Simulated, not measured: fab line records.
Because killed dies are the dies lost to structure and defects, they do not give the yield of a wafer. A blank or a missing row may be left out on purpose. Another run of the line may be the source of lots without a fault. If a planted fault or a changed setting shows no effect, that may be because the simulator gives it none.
Which of the tools did it? || flow nand harc || 13 lots, 39 wafers sampled, at 6 steps of a route of 1302

## WHAT THE GAUGES READ, wafer by wafer
NHARC_P_GATE_OVL_MEAS_27. Usual: overlay x nm 0.1 nm, standard deviation 0.77; overlay y nm -0.1 nm, standard deviation 0.77.
{"lot": "L286", "measured": "day 5 19:46", "on": "overlay-02", "overlay x nm (nm)": "1.2 0.9 0.8", "overlay y nm (nm)": "0.3 -0.2 0.1", "flag": ""}
{"lot": "L288", "measured": "day 6 12:07", "on": "overlay-01", "overlay x nm (nm)": "-1.7 -0.9 -1.2", "overlay y nm (nm)": "-0.4 -0.3 -1.1", "flag": ""}
{"lot": "L289", "measured": "day 7 00:52", "on": "overlay-02", "overlay x nm (nm)": "0.2 0.3 0.8", "overlay y nm (nm)": "1.4 0.8 1.3", "flag": ""}
{"lot": "L292", "measured": "day 8 10:50", "on": "overlay-01", "overlay x nm (nm)": "0.5 1.2 0.5", "overlay y nm (nm)": "-0.6 0.1 -0.9", "flag": ""}
{"lot": "L293", "measured": "day 8 14:28", "on": "overlay-02", "overlay x nm (nm)": "0.2 0.6 0.3", "overlay y nm (nm)": "0.0 0.4 0.3", "flag": ""}
{"lot": "L295", "measured": "day 9 15:29", "on": "overlay-01", "overlay x nm (nm)": "0.6 0.6 0.2", "overlay y nm (nm)": "-0.3 -1.1 -0.5", "flag": ""}
{"lot": "L299", "measured": "day 11 05:00", "on": "overlay-02", "overlay x nm (nm)": "-0.8 -0.9 -1.0", "overlay y nm (nm)": "-0.7 -1.2 -0.4", "flag": ""}
{"lot": "L302", "measured": "day 12 23:17", "on": "overlay-01", "overlay x nm (nm)": "-0.4 0.4 -0.4", "overlay y nm (nm)": "-0.7 -1.0 -0.8", "flag": ""}
{"lot": "L303", "measured": "day 13 03:49", "on": "overlay-01", "overlay x nm (nm)": "-0.7 -0.6 -1.2", "overlay y nm (nm)": "1.0 1.3 0.4", "flag": ""}
{"lot": "L304", "measured": "day 13 09:41", "on": "overlay-01", "overlay x nm (nm)": "-0.4 -0.5 -0.8", "overlay y nm (nm)": "0.8 0.1 0.8", "flag": ""}
{"lot": "L305", "measured": "day 13 14:18", "on": "overlay-01", "overlay x nm (nm)": "0.3 0.0 -0.1", "overlay y nm (nm)": "0.5 0.1 0.4", "flag": ""}
{"lot": "L306", "measured": "day 14 04:49", "on": "overlay-02", "overlay x nm (nm)": "0.1 0.0 0.2", "overlay y nm (nm)": "-0.8 -1.1 -1.4", "flag": ""}
{"lot": "L307", "measured": "day 14 14:49", "on": "overlay-01", "overlay x nm (nm)": "-0.6 -0.8 -0.5", "overlay y nm (nm)": "0.0 0.2 -0.4", "flag": ""}

NHARC_P_GATE_CD_MEAS_46: the cd target is 720 nm. Usual: cd nm 719.7 nm, standard deviation 1.7.
{"lot": "L286", "measured": "day 6 07:31", "on": "cd sem-02", "cd nm (nm)": "719.9 719.2 717.9", "flag": ""}
{"lot": "L288", "measured": "day 6 23:52", "on": "cd sem-03", "cd nm (nm)": "717.1 719.8 720.7", "flag": ""}
{"lot": "L289", "measured": "day 7 12:37", "on": "cd sem-03", "cd nm (nm)": "722.1 721.5 718.7", "flag": ""}
{"lot": "L292", "measured": "day 8 22:46", "on": "cd sem-02", "cd nm (nm)": "- - -", "flag": "OFF"}
{"lot": "L293", "measured": "day 9 02:18", "on": "cd sem-03", "cd nm (nm)": "720.1 721.0 720.5", "flag": ""}
{"lot": "L295", "measured": "day 10 03:21", "on": "cd sem-01", "cd nm (nm)": "721.1 720.7 719.3", "flag": ""}
{"lot": "L299", "measured": "day 11 16:49", "on": "cd sem-03", "cd nm (nm)": "720.1 716.8 719.4", "flag": ""}
{"lot": "L302", "measured": "day 13 11:09", "on": "cd sem-01", "cd nm (nm)": "718.3 716.7 717.0", "flag": ""}
{"lot": "L303", "measured": "day 13 15:43", "on": "cd sem-02", "cd nm (nm)": "718.3 720.2 721.0", "flag": ""}
{"lot": "L304", "measured": "day 13 21:30", "on": "cd sem-01", "cd nm (nm)": "719.1 720.6 720.8", "flag": ""}
{"lot": "L305", "measured": "day 14 02:04", "on": "cd sem-01", "cd nm (nm)": "721.3 721.9 722.5", "flag": ""}
{"lot": "L306", "measured": "day 14 16:46", "on": "cd sem-02", "cd nm (nm)": "721.0 721.5 721.0", "flag": ""}
{"lot": "L307", "measured": "day 15 02:34", "on": "cd sem-02", "cd nm (nm)": "722.9 722.8 721.3", "flag": ""}

NHARC_END_SORT_01. Usual: killed at array 55, standard deviation 20; killed at other 1.2, standard deviation 1.3; killed at periphery 4.0, standard deviation 3; killed dies 60, standard deviation 21; killed open 3.2, standard deviation 1.9; killed short 2.5, standard deviation 1.6.
{"lot": "L286", "measured": "day 25 02:03", "on": "prober-02", "killed at array": "31 26 22", "killed at other": "0 0 0", "killed at periphery": "2 6 2", "killed dies": "33 32 24", "killed open": "3 5 3", "killed short": "1 2 1", "flag": ""}
{"lot": "L292", "measured": "day 27 06:42", "on": "prober-01", "killed at array": "72 63 75", "killed at other": "5 0 0", "killed at periphery": "600 614 602", "killed dies": "677 677 677", "killed open": "6 1 5", "killed short": "3 2 6", "flag": "OFF"}
{"lot": "L295", "measured": "day 29 02:29", "on": "prober-02", "killed at array": "72 79 66", "killed at other": "3 2 4", "killed at periphery": "1 5 5", "killed dies": "76 86 75", "killed open": "0 5 3", "killed short": "0 1 2", "flag": ""}
{"lot": "L299", "measured": "day 30 19:30", "on": "prober-02", "killed at array": "48 52 55", "killed at other": "1 3 4", "killed at periphery": "4 7 4", "killed dies": "53 62 63", "killed open": "3 3 2", "killed short": "6 2 2", "flag": ""}
{"lot": "L302", "measured": "day 32 23:27", "on": "prober-02", "killed at array": "43 49 44", "killed at other": "2 3 2", "killed at periphery": "13 12 12", "killed dies": "58 64 58", "killed open": "6 2 4", "killed short": "3 1 0", "flag": ""}
{"lot": "L303", "measured": "day 32 19:46", "on": "prober-01", "killed at array": "54 58 64", "killed at other": "1 0 0", "killed at periphery": "0 6 3", "killed dies": "55 64 67", "killed open": "3 2 3", "killed short": "2 3 4", "flag": ""}
{"lot": "L304", "measured": "day 32 09:47", "on": "prober-01", "killed at array": "53 45 44", "killed at other": "0 1 0", "killed at periphery": "6 3 4", "killed dies": "59 49 48", "killed open": "5 11 3", "killed short": "4 2 4", "flag": ""}

## EACH LOT AND THE TOOL THAT RAN IT (in order: tool; ch and the chambers of the sampled wafers; start)
{"lot": "L286", "NHARC_P_GATE_HM_DEP_102": "acl dep-02 ch 0, day 5 18:26", "NHARC_P_GATE_EXPOSE_43": "krf scanner-02 ch 0, day 6 07:22", "NHARC_P_GATE_STRIP_75": "plasma asher-02 ch 1, day 6 08:22"}
{"lot": "L288", "NHARC_P_GATE_HM_DEP_102": "acl dep-03 ch 0, day 6 10:47", "NHARC_P_GATE_EXPOSE_43": "krf scanner-04 ch 0, day 6 23:43", "NHARC_P_GATE_STRIP_75": "plasma asher-01 ch 0,1, day 7 00:43"}
{"lot": "L289", "NHARC_P_GATE_HM_DEP_102": "acl dep-01 ch 0, day 6 23:38", "NHARC_P_GATE_EXPOSE_43": "krf scanner-04 ch 0, day 7 12:28", "NHARC_P_GATE_STRIP_75": "plasma asher-01 ch 0, day 7 13:33"}
{"lot": "L292", "NHARC_P_GATE_HM_DEP_102": "acl dep-02 ch 0, day 8 09:31", "NHARC_P_GATE_EXPOSE_43": "krf scanner-02 ch 0, day 8 22:37", "NHARC_P_GATE_STRIP_75": "plasma asher-02 ch 0,1, day 8 23:36"}
{"lot": "L293", "NHARC_P_GATE_HM_DEP_102": "acl dep-02 ch 0, day 8 13:08", "NHARC_P_GATE_EXPOSE_43": "krf scanner-04 ch 0, day 9 02:09", "NHARC_P_GATE_STRIP_75": "plasma asher-02 ch 0,1, day 9 03:09"}
{"lot": "L295", "NHARC_P_GATE_HM_DEP_102": "acl dep-01 ch 0, day 9 14:17", "NHARC_P_GATE_EXPOSE_43": "krf scanner-03 ch 0, day 10 03:11", "NHARC_P_GATE_STRIP_75": "plasma asher-01 ch 0,1, day 10 04:11"}
{"lot": "L299", "NHARC_P_GATE_HM_DEP_102": "acl dep-02 ch 0, day 11 03:39", "NHARC_P_GATE_EXPOSE_43": "krf scanner-03 ch 0, day 11 16:40", "NHARC_P_GATE_STRIP_75": "plasma asher-01 ch 1, day 11 17:50"}
{"lot": "L302", "NHARC_P_GATE_HM_DEP_102": "acl dep-01 ch 0, day 12 22:11", "NHARC_P_GATE_EXPOSE_43": "krf scanner-03 ch 0, day 13 11:01", "NHARC_P_GATE_STRIP_75": "plasma asher-02 ch 0,1, day 13 12:01"}
{"lot": "L303", "NHARC_P_GATE_HM_DEP_102": "acl dep-01 ch 0, day 13 02:29", "NHARC_P_GATE_EXPOSE_43": "krf scanner-02 ch 0, day 13 15:34", "NHARC_P_GATE_STRIP_75": "plasma asher-01 ch 0,1, day 13 16:33"}
{"lot": "L304", "NHARC_P_GATE_HM_DEP_102": "acl dep-01 ch 0, day 13 08:22", "NHARC_P_GATE_EXPOSE_43": "krf scanner-04 ch 0, day 13 21:20", "NHARC_P_GATE_STRIP_75": "plasma asher-02 ch 0,1, day 13 22:20"}
{"lot": "L305", "NHARC_P_GATE_HM_DEP_102": "acl dep-01 ch 0, day 13 12:50", "NHARC_P_GATE_EXPOSE_43": "krf scanner-04 ch 0, day 14 01:55", "NHARC_P_GATE_STRIP_75": "plasma asher-02 ch 0,1, day 14 02:54"}
{"lot": "L306", "NHARC_P_GATE_HM_DEP_102": "acl dep-01 ch 0, day 14 03:22", "NHARC_P_GATE_EXPOSE_43": "krf scanner-03 ch 0, day 14 16:37", "NHARC_P_GATE_STRIP_75": "plasma asher-02 ch 0,1, day 14 17:37"}
{"lot": "L307", "NHARC_P_GATE_HM_DEP_102": "acl dep-02 ch 0, day 14 13:31", "NHARC_P_GATE_EXPOSE_43": "krf scanner-03 ch 0, day 15 02:25", "NHARC_P_GATE_STRIP_75": "plasma asher-02 ch 1, day 15 04:31"}
- NHARC_P_GATE_HM_DEP_102: deposits aC, target thk 120 nm.
- NHARC_P_GATE_EXPOSE_43: exposes mask P NSD, target cd 720 nm.
- NHARC_P_GATE_STRIP_75: strips in O2.

## WHAT THE TOOLS THEMSELVES READ (means of the sampled wafers that have a number; where no wafer has one, the mark that the record gives instead)
NHARC_P_GATE_HM_DEP_102. Usual: susceptor temp C 400.03 C, standard deviation 0.22; throttle valve pct 34.999 %, standard deviation 0.0092.
{"lot": "L286", "tool": "acl dep-02", "susceptor temp C (C)": "-", "throttle valve pct (%)": 34.999, "flag": "OFF"}
{"lot": "L288", "tool": "acl dep-03", "susceptor temp C (C)": 399.75, "throttle valve pct (%)": 34.999, "flag": ""}
{"lot": "L289", "tool": "acl dep-01", "susceptor temp C (C)": 400.06, "throttle valve pct (%)": 34.999, "flag": ""}
{"lot": "L292", "tool": "acl dep-02", "susceptor temp C (C)": 400.31, "throttle valve pct (%)": 34.998, "flag": ""}
{"lot": "L293", "tool": "acl dep-02", "susceptor temp C (C)": 400.22, "throttle valve pct (%)": 34.998, "flag": ""}
{"lot": "L295", "tool": "acl dep-01", "susceptor temp C (C)": 400.03, "throttle valve pct (%)": 34.997, "flag": ""}
{"lot": "L299", "tool": "acl dep-02", "susceptor temp C (C)": 400.19, "throttle valve pct (%)": 34.999, "flag": ""}
{"lot": "L302", "tool": "acl dep-01", "susceptor temp C (C)": 400.02, "throttle valve pct (%)": 34.992, "flag": ""}
{"lot": "L303", "tool": "acl dep-01", "susceptor temp C (C)": 399.96, "throttle valve pct (%)": 35.002, "flag": ""}
{"lot": "L304", "tool": "acl dep-01", "susceptor temp C (C)": 400.04, "throttle valve pct (%)": 34.997, "flag": ""}
{"lot": "L305", "tool": "acl dep-01", "susceptor temp C (C)": 399.86, "throttle valve pct (%)": 35.002, "flag": ""}
{"lot": "L306", "tool": "acl dep-01", "susceptor temp C (C)": 400.30, "throttle valve pct (%)": 34.998, "flag": ""}
{"lot": "L307", "tool": "acl dep-02", "susceptor temp C (C)": "-", "throttle valve pct (%)": 35.003, "flag": "OFF"}

NHARC_P_GATE_STRIP_75. Usual: drypump motor current A 5.3 A, standard deviation 0.34; heater power w 320 W, standard deviation 49; rf refl power W 15 W, standard deviation 3.2.
{"lot": "L286", "tool": "plasma asher-02", "drypump motor current A (A)": 4.8, "heater power w (W)": 260, "rf refl power W (W)": 17, "flag": ""}
{"lot": "L288", "tool": "plasma asher-01", "drypump motor current A (A)": 5.5, "heater power w (W)": 338, "rf refl power W (W)": 12, "flag": ""}
{"lot": "L289", "tool": "plasma asher-01", "drypump motor current A (A)": 5.3, "heater power w (W)": 406, "rf refl power W (W)": 12, "flag": ""}
{"lot": "L292", "tool": "plasma asher-02", "drypump motor current A (A)": 5.3, "heater power w (W)": 295, "rf refl power W (W)": 19, "flag": ""}
{"lot": "L293", "tool": "plasma asher-02", "drypump motor current A (A)": 5.2, "heater power w (W)": 299, "rf refl power W (W)": 18, "flag": ""}
{"lot": "L295", "tool": "plasma asher-01", "drypump motor current A (A)": 5.5, "heater power w (W)": 347, "rf refl power W (W)": 11, "flag": ""}
{"lot": "L299", "tool": "plasma asher-01", "drypump motor current A (A)": 5.7, "heater power w (W)": 311, "rf refl power W (W)": 11, "flag": ""}
{"lot": "L302", "tool": "plasma asher-02", "drypump motor current A (A)": 5.0, "heater power w (W)": 282, "rf refl power W (W)": 17, "flag": ""}
{"lot": "L303", "tool": "plasma asher-01", "drypump motor current A (A)": 5.5, "heater power w (W)": 344, "rf refl power W (W)": 12, "flag": ""}
{"lot": "L304", "tool": "plasma asher-02", "drypump motor current A (A)": 5.2, "heater power w (W)": 297, "rf refl power W (W)": 19, "flag": ""}
{"lot": "L305", "tool": "plasma asher-02", "drypump motor current A (A)": 5.3, "heater power w (W)": 299, "rf refl power W (W)": 18, "flag": ""}
{"lot": "L306", "tool": "plasma asher-02", "drypump motor current A (A)": 5.2, "heater power w (W)": 300, "rf refl power W (W)": 18, "flag": ""}
{"lot": "L307", "tool": "plasma asher-02", "drypump motor current A (A)": 4.8, "heater power w (W)": 266, "rf refl power W (W)": 16, "flag": ""}

## THE ANSWER, worked out from the rows above alone
Rule: lot off if the mean of its wafers having a number is beyond 3 standard deviations from the usual mean. Also off: a lot with no number at a reading for which 4 or more lots have one. The other lots that the step has rows for count as sound. After the gauges, taken in route order, come the tools' own readings; for these a lot's mean is taken, as printed above. The first step at which some lot is off is used, and at that step the reading that is off furthest; a lot without a number counts as furthest.
Off: L292 (NHARC_P_GATE_CD_MEAS_46, cd nm). Without a number there: L292.
If a tool, at a process step before that reading, ran all the lots that are off and no sound lot after the first of them, it fits. The gauges at NHARC_P_GATE_CD_MEAS_46 aren't tried: what is off there is off at NHARC_END_SORT_01 too, on other tools, and a gauge's error can't cause that. No candidate that was tried fits.

## WHAT WAS PUT IN BY THE SIMULATOR
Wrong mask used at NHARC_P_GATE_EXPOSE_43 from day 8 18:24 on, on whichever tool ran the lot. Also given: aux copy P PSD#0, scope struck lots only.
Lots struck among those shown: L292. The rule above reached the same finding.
